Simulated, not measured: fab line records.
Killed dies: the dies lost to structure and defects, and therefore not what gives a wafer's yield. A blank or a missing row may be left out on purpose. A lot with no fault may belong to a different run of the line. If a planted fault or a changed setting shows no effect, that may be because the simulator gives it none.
Comparing a struck lot with a sound one | flow nand harc | 42 out of 1302 route steps
Sound: wafers L283.3, L283.5, L283.6. Struck: wafer L291.5. (L291.1 of the same lot was not struck and is left out.) The cause comes at the end.
For every step that has rows: the tool of each side, followed by ch and its chambers, followed by its first start. Under that, the readings that differ: sound wafers | struck wafers | difference of the means | sigmas: that difference in standard deviations of wafers without a fault.
alike: same words and numbers on both sides, and readings whose means sit less than 2 such deviations apart. not compared: any withheld reading, any reading some wafer has no value for, any bound like >300 that may hide the same value, and any number with overlapping values for which the record gives no deviation.
Wherever a step has rows on one side only, a row that says differs or no value, or a row with sigmas, the two part there. When numbers do not overlap yet have no deviation, they are printed without sigmas and do not part them. A reading that every wafer of one side lacks parts them only if that side has two wafers or more.

NHARC_P_GATE_STRIP_101: strips in O2, time 20 s.
  sound on rie diel-01 ch 0,1,3, day 5 18:08; struck on rie diel-01 ch 1, day 9 08:34
  reading      | sound          | struck | difference | sigmas
  rf vpp V (V) | 57.0 56.3 56.5 | 59.4   | +2.8       | +3
  alike: drypump motor current A, o2 flow sccm, oes product au, showerhead plenum p Torr, throttle valve pct
  not compared: rf hours counter h
then, 11 steps without rows for these wafers: NHARC_P_GATE_PRECLEAN_97 (cleans in SPM, time 600 s); NHARC_P_GATE_SRD_98; NHARC_P_GATE_PRECLEAN_99 (cleans in SC1); NHARC_P_GATE_SRD_100; NHARC_P_GATE_DEHYDRATE_38 (time 120 s); NHARC_P_GATE_HMDS_39 (time 30 s); NHARC_P_GATE_COAT_40; NHARC_P_GATE_SOFTBAKE_41 (time 95 s); NHARC_P_GATE_EBR_42; NHARC_P_GATE_EXPOSE_43 (exposes mask P NSD, target cd 720 nm); NHARC_P_GATE_PEB_44 (peb time 85 s).
NHARC_P_GATE_DEVELOP_45: time 70 s.
  sound on litho track-03 ch 0, day 5 18:00; struck on litho track-07 ch 0, day 9 09:00
then, 1 step without rows for these wafers: NHARC_P_GATE_HARDBAKE_47 (time 80 s).
NHARC_P_GATE_DESCUM_48: chemistry O2, time 3 s.
  sound on rie diel-01 ch 0,1,3, day 5 19:13; struck on rie diel-01 ch 1, day 9 09:41
  reading                 | sound             | struck | difference | sigmas
  o2 flow sccm (sccm)     | 200.8 199.8 200.5 | 199.1  | -1.3       | -2
  rf vpp V (V)            | 56.8 57.7 57.6    | 59.6   | +2.2       | +2
  model.P_GATE.cd nm (nm) | 719.4 718.9 719.9 | 114.6  | -604.8     |
  alike: drypump motor current A, oes product au, showerhead plenum p Torr, throttle valve pct
  not compared: rf hours counter h
following that, these wafers have no rows for 1 step: NHARC_P_GATE_IMPLANT_49.
NHARC_P_GATE_STRIP_111: strips in N2/H2, time 250 s.
  sound on plasma asher-01 ch 0,1, day 5 19:45; struck on plasma asher-01 ch 0, day 9 10:05
  alike: drypump motor current A, heater power w
  not compared: rf hours counter h
NHARC_P_GATE_STRIP_75: strips in O2.
  sound on plasma asher-01 ch 0,1, day 5 19:56; struck on plasma asher-01 ch 0, day 9 10:20
  alike: drypump motor current A, heater power w
  not compared: rf hours counter h
then, 10 steps without rows for these wafers: NHARC_P_GATE_STRIP_50 (strips in SPM, time 900 s); NHARC_P_GATE_DEHYDRATE_51 (time 120 s); NHARC_P_GATE_HMDS_52 (time 30 s); NHARC_P_GATE_COAT_53; NHARC_P_GATE_SOFTBAKE_54 (time 95 s); NHARC_P_GATE_EBR_55; NHARC_P_GATE_EXPOSE_56 (exposes mask P PSD, target cd 720 nm); NHARC_P_GATE_PEB_57 (peb time 85 s); NHARC_P_GATE_DEVELOP_58 (time 70 s); NHARC_P_GATE_HARDBAKE_60 (time 80 s).
NHARC_P_GATE_DESCUM_61: chemistry O2, time 3 s.
  sound on rie diel-01 ch 0,2,3, day 5 20:55; struck on rie diel-01 ch 2, day 9 11:27
  alike: drypump motor current A, o2 flow sccm, oes product au, rf vpp V, showerhead plenum p Torr, throttle valve pct
  not compared: rf hours counter h
following that, these wafers have no rows for 1 step: NHARC_P_GATE_IMPLANT_62.
NHARC_P_GATE_STRIP_112: strips in N2/H2, time 200 s.
  sound on plasma asher-02 ch 0,1, day 5 21:21; struck on plasma asher-01 ch 1, day 9 11:49
  alike: drypump motor current A, heater power w
  not compared: rf hours counter h
then, 9 steps without rows for these wafers: NHARC_P_GATE_STRIP_76 (strips in O2); NHARC_P_GATE_STRIP_63 (strips in SPM, time 900 s); NHARC_P_GATE_DEHYDRATE_83 (time 120 s); NHARC_P_GATE_HMDS_84 (time 30 s); NHARC_P_GATE_COAT_85; NHARC_P_GATE_SOFTBAKE_86 (time 95 s); NHARC_P_GATE_EBR_87; NHARC_P_GATE_EXPOSE_88 (exposes mask P HVN, target cd 2000 nm); NHARC_P_GATE_PEB_89 (peb time 85 s).
NHARC_P_GATE_DESCUM_93: chemistry O2, time 3 s.
  sound on rie diel-04 ch 0,1,2, day 5 22:38; struck on rie diel-10 ch 3, day 9 13:08
  reading                 | sound          | struck | difference | sigmas
  model.P_GATE.cd nm (nm) | 2000 1998 2002 | 114.6  | -1885.4    |
  alike: drypump motor current A, o2 flow sccm, oes product au, rf vpp V, showerhead plenum p Torr, throttle valve pct
  not compared: rf hours counter h
-- the record jumps here: 18 days lie between the struck wafers' starts before and after (it left off in module P_GATE and takes up again in module END, whose first step shown is number 1302 of the route) --
NHARC_END_SORT_01:
  here the record holds rows for the struck wafers (prober-01 ch 0, day 28 00:37) but none for the sound ones

WHERE THEY PART
First at NHARC_P_GATE_STRIP_101; last, within this record, at NHARC_END_SORT_01.

WHY: what had been put in by the simulator
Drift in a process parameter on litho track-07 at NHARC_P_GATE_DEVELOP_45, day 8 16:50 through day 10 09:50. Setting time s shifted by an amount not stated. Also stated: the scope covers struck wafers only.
